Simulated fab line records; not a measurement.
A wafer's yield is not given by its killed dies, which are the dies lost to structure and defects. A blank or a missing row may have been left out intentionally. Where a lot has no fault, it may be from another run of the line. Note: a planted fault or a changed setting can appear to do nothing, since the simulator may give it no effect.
Comparing a struck lot with a sound one -- flow n5-finfet -- 29 out of 1938 route steps
Sound: the wafers L321.2, L321.4, L321.5. The struck wafers were L323.2, L323.4, L323.5. The cause is named last.
For every step that has rows: the tool of each side, followed by ch and its chambers, followed by its first start. Under that, the readings that differ: sound wafers -- struck wafers -- difference of the means -- sigmas: that difference in standard deviations of wafers without a fault.
alike: words and numbers the same on both sides, and readings whose means are apart by under 2 such deviations; not compared: readings that were withheld, readings missing a value for some wafer, numbers with overlapping values and no deviation given by the record, and bounds like >300 which may hide the same value.
Wherever a step has rows on one side only, a row that says differs or no value, or a row with sigmas, the two part there. Numbers that don't overlap but have no deviation are shown without sigmas and don't part them. A reading missing from all wafers of one side parts the sides only when that side holds two or more wafers.

first, 9 steps without rows for these wafers: N5_BEOL_M1_DESCUM_16 (chemistry O2, time 7 s); N5_BEOL_M1_ETCH_74 (etches underlayer in N2/H2, target depth 6.5 nm, time 5.2 s); N5_BEOL_M1_ETCH_63 (etches SiARC in CF4, target depth 15.6 nm, time 26 s); N5_BEOL_M1_ETCH_64 (etches SOC in N2/H2, target depth 75 nm, overetch 15 nm, time 112.5 s); N5_BEOL_M1_STRIP_65 (strips in N2/H2); N5_BEOL_M1_STRIP_75 (strips in N2/H2); N5_BEOL_M1_STRIP_66 (strips in CF4); N5_BEOL_M1_HM_OPEN_17 (chemistry Cl2/BCl3, target TiN, target depth 20 nm, overetch 6 nm); N5_BEOL_M1_STRIP_19 (strips in O2).
N5_BEOL_M1_COAT_67: time 60 s, resist thk 60 nm.
  sound on litho-track-01 ch 0, day 10 03:56; struck on litho-track-03 ch 0, day 10 22:59
reading,sound,struck,difference,sigmas
spin-speed-rpm (rpm),1501.4 1501.5 1502.2,1537.6 1535.8 1538.4,+35.6,+32
model.SOC_of_BEOL_M1_COAT_67.thk-nm (nm),60.2 60 60,59.2 59.4 59.4,-0.7,
  alike: heater-power-total-W
then, 13 steps without rows for these wafers: N5_BEOL_M1_COAT_68 (time 60 s, resist thk 12 nm); N5_BEOL_M1_COAT_76 (time 60 s, resist thk 5 nm); N5_BEOL_M1_COAT_22 (resist thk 30 nm); N5_BEOL_M1_EBR_24; N5_BEOL_M1_SOFTBAKE_23 (time 60 s); N5_BEOL_M1_EXPOSE_25 (exposes mask V0, defocus 5 nm, target cd 24 nm); N5_BEOL_M1_PEB_26 (peb time 60 s); N5_BEOL_M1_DEVELOP_27 (develop time 30 s); N5_BEOL_M1_DESCUM_33 (chemistry O2, time 7 s); N5_BEOL_M1_ETCH_77 (etches underlayer in N2/H2, target depth 6.5 nm, time 5.2 s); N5_BEOL_M1_ETCH_69 (etches SiARC in CF4, target depth 15.6 nm, time 26 s); N5_BEOL_M1_ALD_98 (deposits SiO2, target thk 2.5 nm, pulse time 1 s, co reactant pulse time 1 s); N5_BEOL_M1_ETCHBACK_99 (etches SiO2 in CHF3, target depth 5 nm, time 10.4 s).
N5_BEOL_M1_ETCH_70: etches SOC in N2/H2, target depth 80 nm, overetch 16 nm, time 120 s.
  sound on rie-diel-03 ch 0,1,2, day 10 16:59; struck on rie-diel-06 ch 0,1,3, day 11 01:34
reading,sound,struck,difference,sigmas
model.etch.depth-nm (nm),60.13 60.05 60,59.22 59.4 59.38,-0.73,
  alike: bias-w, drypump-motor-current-A, oes-product-au, rf-vpp-V, showerhead-plenum-p-Torr, throttle-valve-pct
  not compared: rf-hours-counter-h
then, 2 steps without rows for these wafers: N5_BEOL_M1_STRIP_71 (strips in N2/H2); N5_BEOL_M1_STRIP_78 (strips in N2/H2).
N5_BEOL_M1_VIA_ETCH_34: etches the open film in C4F6/O2, target depth 67.8 nm, time 64.4 s.
  sound on rie-diel-03 ch 0,1,2, day 10 17:05; struck on rie-diel-06 ch 0,1,3, day 11 01:40
reading,sound,struck,difference,sigmas
model.SOC_of_BEOL_M1_COAT_67.thk-nm (nm),52.2 52 52.2,51.2 51.4 51.4,-0.8,
  alike: bias-w, drypump-motor-current-A, oes-product-au, rf-vpp-V, showerhead-plenum-p-Torr, throttle-valve-pct
  not compared: rf-hours-counter-h
then, 1 step without rows for these wafers: N5_BEOL_M1_STRIP_83 (strips in C4F6/O2).
N5_BEOL_M4_RC_MEAS_101:
  sound on prober-02 ch 0, day 13 04:32; struck on prober-02 ch 0, day 12 21:04
reading,sound,struck,difference,sigmas
DIBL_N (mV/V),37.0 38.0 37.4,35.9 34.9 34.3,-2.4,-2
  alike: DIBL_P, IOFF_N, IOFF_P, ION_N, ION_P, SS_N, SS_P, VT_N, VT_P

WHERE THEY PART
Earliest at N5_BEOL_M1_COAT_67; latest, in this record, at N5_BEOL_M4_RC_MEAS_101.

WHY: what had been put in by the simulator
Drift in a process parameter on litho-track-03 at N5_BEOL_M1_COAT_67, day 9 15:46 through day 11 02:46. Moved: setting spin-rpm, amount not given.
